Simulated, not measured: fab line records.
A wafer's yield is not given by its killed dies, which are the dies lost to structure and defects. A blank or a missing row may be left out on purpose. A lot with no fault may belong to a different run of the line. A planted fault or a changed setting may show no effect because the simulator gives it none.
Chamber matching || flow nandHarc || rieDiel-05 running NHARC_A_CHANNEL_HOLE_D2_DESCUM_15: 4 sister chambers
The step chemistry O2, time 3 s. 18 wafers are shown with their chamber, then 9 later ones without.

== WAFERS PAIRED WITH THEIR CHAMBERS ==
{"wafer": "L074.1", "chamber": 0, "showerheadPlenumPTorr (Torr)": 1.83, "drypumpMotorCurrentA (A)": 5.0, "oesProductAu (a.u.)": 0.988}
{"wafer": "L074.3", "chamber": 2, "showerheadPlenumPTorr (Torr)": 1.83, "drypumpMotorCurrentA (A)": 5.7, "oesProductAu (a.u.)": 1.016}
{"wafer": "L074.5", "chamber": 2, "showerheadPlenumPTorr (Torr)": 1.83, "drypumpMotorCurrentA (A)": 5.8, "oesProductAu (a.u.)": 1.008}
{"wafer": "L076.1", "chamber": 3, "showerheadPlenumPTorr (Torr)": 1.92, "drypumpMotorCurrentA (A)": 5.2, "oesProductAu (a.u.)": 0.994}
{"wafer": "L076.4", "chamber": 2, "showerheadPlenumPTorr (Torr)": 1.83, "drypumpMotorCurrentA (A)": 5.8, "oesProductAu (a.u.)": 1.008}
{"wafer": "L076.6", "chamber": 3, "showerheadPlenumPTorr (Torr)": 1.92, "drypumpMotorCurrentA (A)": 5.2, "oesProductAu (a.u.)": 0.990}
{"wafer": "L078.3", "chamber": 0, "showerheadPlenumPTorr (Torr)": 1.83, "drypumpMotorCurrentA (A)": 5.1, "oesProductAu (a.u.)": 1.006}
{"wafer": "L078.4", "chamber": 2, "showerheadPlenumPTorr (Torr)": 1.83, "drypumpMotorCurrentA (A)": 5.7, "oesProductAu (a.u.)": 1.014}
{"wafer": "L078.6", "chamber": 1, "showerheadPlenumPTorr (Torr)": 1.86, "drypumpMotorCurrentA (A)": 6.0, "oesProductAu (a.u.)": 1.004}
{"wafer": "L080.2", "chamber": 2, "showerheadPlenumPTorr (Torr)": 1.83, "drypumpMotorCurrentA (A)": 5.8, "oesProductAu (a.u.)": 1.005}
{"wafer": "L080.4", "chamber": 0, "showerheadPlenumPTorr (Torr)": 1.83, "drypumpMotorCurrentA (A)": 5.1, "oesProductAu (a.u.)": 0.998}
{"wafer": "L080.6", "chamber": 1, "showerheadPlenumPTorr (Torr)": 1.85, "drypumpMotorCurrentA (A)": 6.0, "oesProductAu (a.u.)": 1.007}
{"wafer": "L083.1", "chamber": 0, "showerheadPlenumPTorr (Torr)": 1.82, "drypumpMotorCurrentA (A)": 5.1, "oesProductAu (a.u.)": 0.990}
{"wafer": "L083.2", "chamber": 2, "showerheadPlenumPTorr (Torr)": 1.83, "drypumpMotorCurrentA (A)": 5.7, "oesProductAu (a.u.)": 1.004}
{"wafer": "L083.3", "chamber": 1, "showerheadPlenumPTorr (Torr)": 1.85, "drypumpMotorCurrentA (A)": 6.0, "oesProductAu (a.u.)": 1.013}
{"wafer": "L092.3", "chamber": 2, "showerheadPlenumPTorr (Torr)": 1.83, "drypumpMotorCurrentA (A)": 5.8, "oesProductAu (a.u.)": 1.001}
{"wafer": "L092.4", "chamber": 0, "showerheadPlenumPTorr (Torr)": 1.82, "drypumpMotorCurrentA (A)": 5.0, "oesProductAu (a.u.)": 0.976}
{"wafer": "L092.5", "chamber": 1, "showerheadPlenumPTorr (Torr)": 1.85, "drypumpMotorCurrentA (A)": 6.0, "oesProductAu (a.u.)": 1.002}

SIGNATURES, as means of the wafers listed above
{"reading": "showerheadPlenumPTorr", "chamber 0": 1.8260, "chamber 1": 1.8525, "chamber 2": 1.8300, "chamber 3": 1.9200, "scatter within a chamber": 0.00373}
{"reading": "drypumpMotorCurrentA", "chamber 0": 5.060, "chamber 1": 6.000, "chamber 2": 5.757, "chamber 3": 5.200, "scatter within a chamber": 0.0456}
{"reading": "oesProductAu", "chamber 0": 0.99160, "chamber 1": 1.00650, "chamber 2": 1.00800, "chamber 3": 0.99200, "scatter within a chamber": 0.00736}
Rule: a wafer's distance from a chamber is the root of the sum, over the readings, of the square of ((its reading less the chamber's mean) divided by the reading's scatter). If the next closest chamber is less than 2 further off than the closest, the wafer can't be placed; otherwise it belongs to the closest. The scatter: the root of (the sum of the squares of (reading less its chamber's mean) over the shown wafers, divided by (wafers less chambers)).

== WAFERS MISSING THEIR CHAMBER ==
{"wafer": "L093.2", "showerheadPlenumPTorr (Torr)": 1.92, "drypumpMotorCurrentA (A)": 5.1, "oesProductAu (a.u.)": 0.990}
{"wafer": "L093.3", "showerheadPlenumPTorr (Torr)": 1.82, "drypumpMotorCurrentA (A)": 5.0, "oesProductAu (a.u.)": 0.989}
{"wafer": "L093.4", "showerheadPlenumPTorr (Torr)": 1.83, "drypumpMotorCurrentA (A)": 5.8, "oesProductAu (a.u.)": 1.011}
{"wafer": "L094.4", "showerheadPlenumPTorr (Torr)": 1.92, "drypumpMotorCurrentA (A)": 5.1, "oesProductAu (a.u.)": 0.981}
{"wafer": "L094.5", "showerheadPlenumPTorr (Torr)": 1.82, "drypumpMotorCurrentA (A)": 5.0, "oesProductAu (a.u.)": 0.987}
{"wafer": "L094.6", "showerheadPlenumPTorr (Torr)": 1.85, "drypumpMotorCurrentA (A)": 6.0, "oesProductAu (a.u.)": 0.999}
{"wafer": "L097.1", "showerheadPlenumPTorr (Torr)": 1.83, "drypumpMotorCurrentA (A)": 5.8, "oesProductAu (a.u.)": 1.011}
{"wafer": "L097.3", "showerheadPlenumPTorr (Torr)": 1.85, "drypumpMotorCurrentA (A)": 6.0, "oesProductAu (a.u.)": 1.012}
{"wafer": "L097.5", "showerheadPlenumPTorr (Torr)": 1.83, "drypumpMotorCurrentA (A)": 5.8, "oesProductAu (a.u.)": 1.009}

== CHAMBER TAKEN BY EACH ==
{"wafer": "L093.2", "from the rows above": 3, "in truth": 3}
{"wafer": "L093.3", "from the rows above": 0, "in truth": 0}
{"wafer": "L093.4", "from the rows above": 2, "in truth": 2}
{"wafer": "L094.4", "from the rows above": 3, "in truth": 3}
{"wafer": "L094.5", "from the rows above": 0, "in truth": 0}
{"wafer": "L094.6", "from the rows above": 1, "in truth": 1}
{"wafer": "L097.1", "from the rows above": 2, "in truth": 2}
{"wafer": "L097.3", "from the rows above": 1, "in truth": 1}
{"wafer": "L097.5", "from the rows above": 2, "in truth": 2}
Correct placement for 9 of the 9. Number that these rows cannot place: 0. Wrongly placed: 0.
